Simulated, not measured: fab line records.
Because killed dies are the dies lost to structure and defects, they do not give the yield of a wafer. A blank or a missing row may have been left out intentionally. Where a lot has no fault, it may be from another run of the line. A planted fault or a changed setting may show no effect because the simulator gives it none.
The tool behind it: which one?	flow nandHarc	7 lots with 21 wafers sampled at 2 steps, on a route of 1302 steps

## WHAT EACH GAUGE READ, for each wafer
NHARC_A_START_INSPECT_01.
lot	measured	on	rawDefectCount
L765	day 6 23:02	defectInspect-02	6 2 3
L771	day 10 01:14	defectInspect-01	3 3 5
L773	day 10 20:11	defectInspect-01	5 3 3
L775	day 11 10:55	defectInspect-01	7 4 6
L780	day 13 17:20	defectInspect-02	5 8 3
L783	day 14 12:20	defectInspect-01	3 5 5
L786	day 16 08:59	defectInspect-02	3 0 1

## WHAT TOOL EACH LOT RAN ON (gives the tool, then ch and the chambers of the sampled wafers, and finally the start)
lot	NHARC_P_BONDPAD_PVD_27
L765	pvdSputter-02, day 6 23:02 or earlier
L771	pvdSputter-02, day 10 01:14 or earlier
L773	pvdSputter-02, day 10 20:11 or earlier
L775	pvdSputter-01, day 11 10:55 or earlier
L780	pvdSputter-01, day 13 17:20 or earlier
L783	pvdSputter-02, day 14 12:20 or earlier
L786	pvdSputter-01, day 16 08:59 or earlier
- NHARC_P_BONDPAD_PVD_27: deposits Cu, target thk 30 nm, time 20.49 s.

## THE ANSWER, worked out from the rows above alone
Rule: the usual values come from the lots themselves. The widest of any qualifying gaps counts: lots, ordered by their means at a reading, are off when they make up no more than a third of the lots, leave a main group of 4 or more, and stand apart from it by 3 or more times the standard deviation of that group's means. A main group whose means are all the same, to the digits that the tables above print for the reading, isn't used. Also off: a lot with no number at a reading for which 4 or more lots have one. Any other lot the step has rows for is counted as sound.
Across all readings shown, no lot is off: no conclusion can be drawn from this.

## WHAT THE SIMULATOR PUT IN
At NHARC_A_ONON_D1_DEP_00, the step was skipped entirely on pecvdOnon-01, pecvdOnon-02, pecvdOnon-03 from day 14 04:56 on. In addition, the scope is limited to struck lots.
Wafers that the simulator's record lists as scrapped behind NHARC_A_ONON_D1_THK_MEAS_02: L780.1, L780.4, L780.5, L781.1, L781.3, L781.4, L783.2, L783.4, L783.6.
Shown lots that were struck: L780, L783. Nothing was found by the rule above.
